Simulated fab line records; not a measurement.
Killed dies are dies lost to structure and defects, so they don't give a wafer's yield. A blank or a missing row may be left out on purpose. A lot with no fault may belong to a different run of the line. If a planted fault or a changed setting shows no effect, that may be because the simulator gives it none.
fab line records	flow nand_harc
record lots=12	wafers=36	last_day=33
route steps=1302 shown A_WL_FILL@954 A_CONTACT@983 END@1302
lots that met no fault: taken from a fault-free run of the same line
start_h: start of the lot's first displayed wafer, in hours after the record's first day	wait_h: hours since the lot's step before	" same as the row above	L1.1+2: a single row standing in for several wafers	- value missing, or start not given	* or withheld: withheld	< > ~ a bound
route shown NAME@n: NAME is a module with steps in the file, n the number in the route of the first one	usual: mean and standard deviation over wafers with no fault	same: alike in all rows	chamber/n: place in a boat	sites: each site's reading	_std_site: their standard deviation	_edge_site: inner sites' mean taken away from outer sites' mean	radius_mm: how far each site lies from the wafer's centre	mask NAME#n: copy n	behind: the most recent tool/chamber to have shaped the wafer	hold: why the lot was held/for how many hours/how that ended	device: names the non-switching transistor (n, p or np)	end of line: at the end of the route, the tests of the same wafers	a step given without rows: its recipe and nothing more	killed: count of dies lost to structure and defects at first sort (not the wafer's yield)	map: the dies of a wafer, with x for killed, . for not killed, _ for no die there
set.NAME: the setting that was run; set.NAME@STEP: the one run at that earlier step	model.NAME: the simulator's own value behind a step, which no gauge read
steps of the route over a sample of lots; a table a step, a row a wafer
services: a tool's chamber out of use, with start hour (start_h, from the record's first day; less than 0 if before it), hours out, and reason
## steps
# step NHARC_A_WL_FILL_ALD_02
# recipe target_thk_a=20	pulse_time_s=3	ald_cycles=100	temp_c=450	material=TiN
# usual ald_cycles=100/0	heater_power_outer_w=696/85	heater_power_w=1097/110	precursor_pulse_height_rel=1.000/0.019
lot.wafer	tool	chamber	start_h	wait_h	ald_cycles	heater_power_outer_w	heater_power_w	precursor_pulse_height_rel
L431.2	ald_metal-01	3	473.17	0.2	100	702	1158	0.980
L431.1	"	0	"	"	100	639	1057	1.002
L431.3	"	1	"	"	100	622	1057	0.989
L432.3	ald_metal-02	0	473.25	0.2	100	853	1301	0.998
L432.1	"	1	"	"	100	521	913	1.047
L432.5	"	3	"	"	100	789	1270	1.001
L433.1	ald_metal-03	3	484.79	0.2	100	765	1139	1.015
L433.4	"	1	"	"	100	832	1233	1.010
L433.5	"	0	"	"	100	679	1041	0.996
L434.4	ald_metal-01	1	504.51	0.1	100	606	1001	0.995
L434.2	"	2	"	"	100	615	948	0.992
L434.6	"	2	"	"	100	618	948	1.001
L435.3	ald_metal-03	1	506.76	0.2	100	832	1210	0.991
L435.1	"	2	"	"	100	656	1034	1.017
L435.2	"	3	"	"	100	744	1101	1.019
L436.3	ald_metal-01	2	521.99	0.1	100	603	936	0.994
L436.2	"	3	"	"	100	715	1163	1.045
L436.1	"	0	"	"	100	627	1041	1.001
L438.1	ald_metal-02	3	527.69	0.2	100	806	1259	0.998
L438.3	"	1	"	"	100	527	871	0.973
L438.5	"	3	"	"	100	818	1252	1.010
L439.3	ald_metal-02	3	547.83	0.1	100	826	1250	0.978
L439.2	"	1	"	"	100	546	860	1.005
L439.1	"	2	"	"	100	641	1076	1.011
L440.2	ald_metal-01	1	548.07	0.2	100	605	1013	1.047
L440.1	"	2	"	"	100	617	959	1.017
L440.6	"	3	"	"	100	719	1096	1.016
L448.3	ald_metal-01	0	635.29	0.2	100	718	1136	0.989
L448.4	"	1	"	"	100	605	997	0.988
L448.2	"	2	"	"	100	613	960	0.972
L450.3	ald_metal-03	3	662.39	0.1	100	762	1096	1.011
L450.4	"	0	"	"	100	678	1070	0.996
L450.1	"	2	"	"	100	700	1078	1.015
L454.2	ald_metal-02	0	686.39	0.2	100	798	1242	0.995
L454.4	"	1	"	"	100	539	901	1.004
L454.3	"	2	"	"	100	622	1001	1.007
# step NHARC_A_WL_FILL_ALD_19
# recipe target_thk_a=20	pulse_time_s=3	ald_cycles=100	temp_c=450	material=TiN
# usual ald_cycles=100/0	heater_power_outer_w=696/98	heater_power_w=1105/130	precursor_pulse_height_rel=0.998/0.02
lot.wafer	tool	chamber	start_h	wait_h	ald_cycles	heater_power_outer_w	heater_power_w	precursor_pulse_height_rel
L431.2	ald_metal-01	0	491.50	0.1	100	635	1026	0.979
L431.1	"	1	"	"	100	591	1016	0.976
L431.3	"	2	"	"	100	607	925	0.977
L432.1	ald_metal-02	2	491.53	0.1	100	648	1054	0.973
L432.3	"	0	"	"	100	837	1254	0.979
L432.5	"	1	"	"	100	522	902	1.002
L433.4	ald_metal-03	1	501.22	0.1	100	835	1222	1.008
L433.1	"	3	"	"	100	754	1124	0.979
L433.5	"	2	"	"	100	661	1028	0.996
L435.3	ald_metal-02	0	521.88	0.1	100	817	1283	0.992
L435.1	"	2	"	"	100	649	1064	0.999
L435.2	"	3	"	"	100	793	1268	0.995
L434.4	ald_metal-03	1	521.90	0.1	100	803	1240	0.999
L434.2	"	3	"	"	100	741	1093	1.013
L434.6	"	0	"	"	100	671	1063	0.982
L436.2	ald_metal-02	1	539.08	0.1	100	537	904	0.992
L436.3	"	2	"	"	100	656	1049	0.993
L436.1	"	0	"	"	100	831	1314	0.997
L438.1	ald_metal-03	0	547.20	0.1	100	667	1039	1.011
L438.3	"	1	"	"	100	836	1212	1.007
L438.5	"	3	"	"	100	750	1096	1.007
L440.2	ald_metal-03	1	564.26	0.1	100	821	1260	0.994
L440.1	"	3	"	"	100	752	1104	0.986
L440.6	"	2	"	"	100	665	1014	0.958
L439.3	ald_metal-02	2	567.09	0.1	100	649	1061	0.994
L439.1	"	3	"	"	100	821	1267	1.010
L439.2	"	0	"	"	100	823	1317	0.993
L448.3	ald_metal-02	1	651.99	0.1	100	547	886	0.957
L448.4	"	2	"	"	151	618	1033	1.018
L448.2	"	0	"	"	100	801	1225	0.985
L450.1	ald_metal-02	0	679.12	0.1	100	788	1256	1.025
L450.4	"	2	"	"	151	631	1033	0.962
L450.3	"	3	"	"	100	841	1325	0.987
L454.3	ald_metal-03	0	705.71	0.1	100	676	1109	0.987
L454.4	"	1	"	"	100	837	1310	1.048
L454.2	"	2	"	"	100	684	1096	0.995
# step NHARC_A_WL_FILL_CVD_20
# recipe target_thk_a=1000	temp_c=400	pressure_torr=40	wf6_flow_sccm=40	h2_flow_sccm=1600	ar_flow_sccm=1560	time_s=74	material=W
# usual heater_power_outer_w=573/52	heater_power_w=895/59	throttle_valve_pct=7.99/0.18
lot.wafer	tool	chamber	start_h	wait_h	heater_power_outer_w	heater_power_w	throttle_valve_pct
L431.2	cvd_w-01	0	-	-	555	876	8.08
L431.1	"	1	"	"	508	827	8.27
L431.3	"	1	"	"	499	847	7.77
L432.1	cvd_w-01	0	-	-	550	888	7.80
L432.3	"	0	"	"	561	865	8.04
L432.5	"	0	"	"	558	875	8.37
L433.1	cvd_w-01	1	-	-	518	831	7.97
L433.4	"	0	"	"	549	876	8.30
L433.5	"	0	"	"	553	874	7.72
L435.1	cvd_w-01	1	-	-	503	832	7.75
L435.2	"	0	"	"	556	904	8.11
L435.3	"	0	"	"	561	900	7.90
L434.2	cvd_w-02	0	-	-	636	977	7.99
L434.4	"	1	"	"	593	903	7.76
L434.6	"	0	"	"	632	998	7.79
L436.2	cvd_w-01	0	-	-	555	895	8.29
L436.1	"	1	"	"	505	854	7.98
L436.3	"	0	"	"	554	887	7.88
L438.1	cvd_w-02	1	-	-	606	882	8.28
L438.3	"	0	"	"	645	980	7.72
L438.5	"	0	"	"	640	978	7.92
L440.2	cvd_w-02	0	-	-	654	979	8.20
L440.1	"	1	"	"	598	887	7.95
L440.6	"	1	"	"	599	898	8.25
L439.1	cvd_w-02	1	-	-	587	892	8.23
L439.2	"	0	"	"	633	1007	8.22
L439.3	"	0	"	"	651	1001	7.89
L448.2	cvd_w-02	0	-	-	632	972	7.78
L448.4	"	0	"	"	641	978	8.21
L448.3	"	1	"	"	599	887	8.17
L450.1	cvd_w-01	0	-	-	554	875	7.99
L450.4	"	0	"	"	559	861	7.98
L450.3	"	1	"	"	505	817	8.16
L454.2	cvd_w-01	1	-	-	500	812	7.94
L454.3	"	0	"	"	551	865	8.16
L454.4	"	1	"	"	495	832	8.22
# step NHARC_A_CONTACT_DEP_24
# recipe target_thk_a=5000	temp_c=400	pressure_torr=6.5	rf_w=900	teos_flow_sccm=161.4	flow_sccm=2650	target_thk_nm=500	gas=O2	material=SiO2
# usual flow_sccm=2650/8.3	heater_power_outer_w=309/53	heater_power_w=548/61	mfc_precursor_sccm=161.5/0.53	throttle_valve_pct=15.7/0.65
lot.wafer	tool	chamber	start_h	wait_h	flow_sccm	heater_power_outer_w	heater_power_w	mfc_precursor_sccm	throttle_valve_pct
L431.3	pecvd-03	1	492.79	0.1	2629	355	591	162.5	15.1
L431.1	"	2	"	"	2651	246	466	162.1	14.7
L431.2	"	0	"	"	2652	377	612	162.2	16.8
L432.1	pecvd-02	2	492.92	0.1	2658	279	518	160.8	14.9
L432.3	"	1	"	"	2654	264	485	161.4	14.9
L432.5	"	1	"	"	2636	286	530	161.6	15.1
L433.1	pecvd-03	2	502.28	0.2	2646	317	549	162.0	14.7
L433.5	"	0	"	"	2643	418	655	161.5	16.4
L433.4	"	2	"	"	2648	331	561	161.5	14.6
L435.2	pecvd-02	0	522.80	0.1	2657	337	548	160.9	16.6
L435.1	"	1	"	"	2649	222	449	161.4	15.0
L435.3	"	2	"	"	2654	234	470	161.4	15.0
L434.2	pecvd-04	1	522.86	0.1	2659	325	630	161.7	15.6
L434.6	"	1	"	"	2661	343	657	162.3	15.2
L434.4	"	2	"	"	2657	260	520	161.6	16.4
L436.3	pecvd-02	0	540.00	0.1	2659	315	524	161.5	16.6
L436.2	"	1	"	"	2649	209	438	161.7	14.8
L436.1	"	2	"	"	2650	236	462	162.3	15.3
L438.1	pecvd-04	2	548.18	0.1	2656	232	482	162.1	16.5
L438.3	"	0	"	"	2649	305	512	161.9	16.4
L438.5	"	2	"	"	2657	248	504	162.2	16.4
L440.2	pecvd-04	2	565.23	0.1	2659	275	543	160.1	16.7
L440.1	"	0	"	"	2645	420	626	162.4	16.6
L440.6	"	0	"	"	2652	289	491	161.7	16.5
L439.1	pecvd-04	1	567.98	0.1	2662	341	631	161.5	15.5
L439.2	"	2	"	"	2643	219	473	162.2	16.6
L439.3	"	0	"	"	2660	405	623	161.6	16.5
L448.2	pecvd-02	2	652.95	0.1	2640	209	430	162.0	15.1
L448.3	"	1	"	"	2636	259	504	161.0	14.7
L448.4	"	0	"	"	2658	370	578	160.8	16.1
L450.1	pecvd-02	0	680.03	0.1	2634	325	521	160.8	16.2
L450.3	"	1	"	"	2643	266	524	161.6	14.8
L450.4	"	0	"	"	2659	340	532	161.6	16.4
L454.2	pecvd-02	2	706.68	0.1	2654	252	496	161.1	15.4
L454.3	"	0	"	"	2637	344	558	161.6	16.4
L454.4	"	0	"	"	2642	353	568	161.5	16.1
# step NHARC_END_SORT_01
# recipe temp_c=25
# usual killed_at_array=61/23	killed_at_other=1.3/1.4	killed_at_periphery=4.0/2.6	killed_dies=66/22	killed_open=3.4/1.8	killed_short=2.3/1.4
# same gross_dies=677
lot.wafer	tool	chamber	start_h	wait_h	killed_at_array	killed_at_other	killed_at_periphery	killed_dies	killed_open	killed_short
L448.2	prober-02	0	733.57	2.8	50	0	6	56	5	3
L448.3	prober-02	0	734.37	3.1	55	0	3	58	3	3
L448.4	prober-02	0	735.17	3.4	60	1	6	67	4	2
# killed by level:class
L448.2 A_CHANNEL_HOLE_D2:chamber_film_flake=21 A_STAIRCASE:chamber_film_flake=8 A_CHANNEL_HOLE_D1:chamber_film_flake=7 A_SLIT:chamber_film_flake=5 P_GATE:geometric_particle:short=2 A_M0:geometric_particle:open=2 P_GATE:chamber_film_flake=2 A_WL_FILL:chamber_film_flake=2
L448.3 A_CHANNEL_HOLE_D2:chamber_film_flake=25 A_STAIRCASE:chamber_film_flake=7 A_CONTACT:chamber_film_flake=7 A_CHANNEL_HOLE_D1:chamber_film_flake=6 A_SLIT:chamber_film_flake=3 P_CONTACT:geometric_particle:short=2 A_WL_FILL:chamber_film_flake=2 A_SGD_CUT:geometric_particle:open=1
L448.4 A_CHANNEL_HOLE_D2:chamber_film_flake=29 A_STAIRCASE:chamber_film_flake=10 A_CHANNEL_HOLE_D1:chamber_film_flake=7 A_CONTACT:chamber_film_flake=5 A_M0:geometric_particle:short=2 P_GATE:chamber_film_flake=2 A_SLIT:chamber_film_flake=2 A_WL_FILL:chamber_film_flake=2
## services
tool	chamber	start_h	hours	kind
ald_metal-02	-	451.81	1.0	repair
ald_metal-03	-	460.14	0.3	repair
ald_metal-02	-	461.39	0.6	repair
ald_metal-03	-	469.75	0.9	repair
cvd_w-02	-	499.08	13.0	pm
ald_metal-02	1	500.90	5.6	repair
ald_metal-03	2	524.90	26.8	repair
ald_metal-01	-	526.00	10.0	pm
ald_metal-03	3	532.77	5.4	repair
pecvd-02	2	540.72	2.1	repair
cvd_w-01	-	547.00	13.0	pm
ald_metal-03	-	568.00	10.0	pm
ald_metal-01	-	572.51	1.4	repair
cvd_w-02	0	582.92	3.8	repair
pecvd-02	-	589.11	13.0	pm
ald_metal-03	0	607.66	5.6	repair
ald_metal-02	-	610.00	10.0	pm
ald_metal-02	2	629.37	1.6	repair
pecvd-02	1	630.30	4.9	repair
ald_metal-03	-	673.92	0.5	repair
cvd_w-02	-	680.08	13.0	pm
ald_metal-02	-	688.77	0.8	repair
cvd_w-01	-	695.99	1.6	repair
ald_metal-01	-	704.00	10.0	pm
## key
first_sign step=NHARC_A_WL_FILL_ALD_19	reading=ald_cycles	direction=up	sigmas=99+	usual=100	struck=151
effect none on later readings
met_at NHARC_A_WL_FILL_ALD_19
struck_lots L448,L450
struck_wafers L448.4,L450.4
tester_left_out L448,L450
not_acting_at NHARC_A_WL_FILL_ALD_02,NHARC_A_WL_FILL_CVD_20,NHARC_A_CONTACT_DEP_24
onset_between 567.09 651.99
fault kind=process_parameter_drift	tool=ald_metal-02	chamber=2	onset_h=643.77	steps=NHARC_A_WL_FILL_ALD_19	channel=ald_cycles	offset=51	shape=step	end_h=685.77	acts_in=these_recipes_only	stated=100
# tester_left_out: of these lots the tester's yield and bins aren't shown, on N5 and GAA mostly nor the transistor test; their killed dies are dies lost to structure and defects alone, not to doping, threshold or leakage, so they don't give the yield
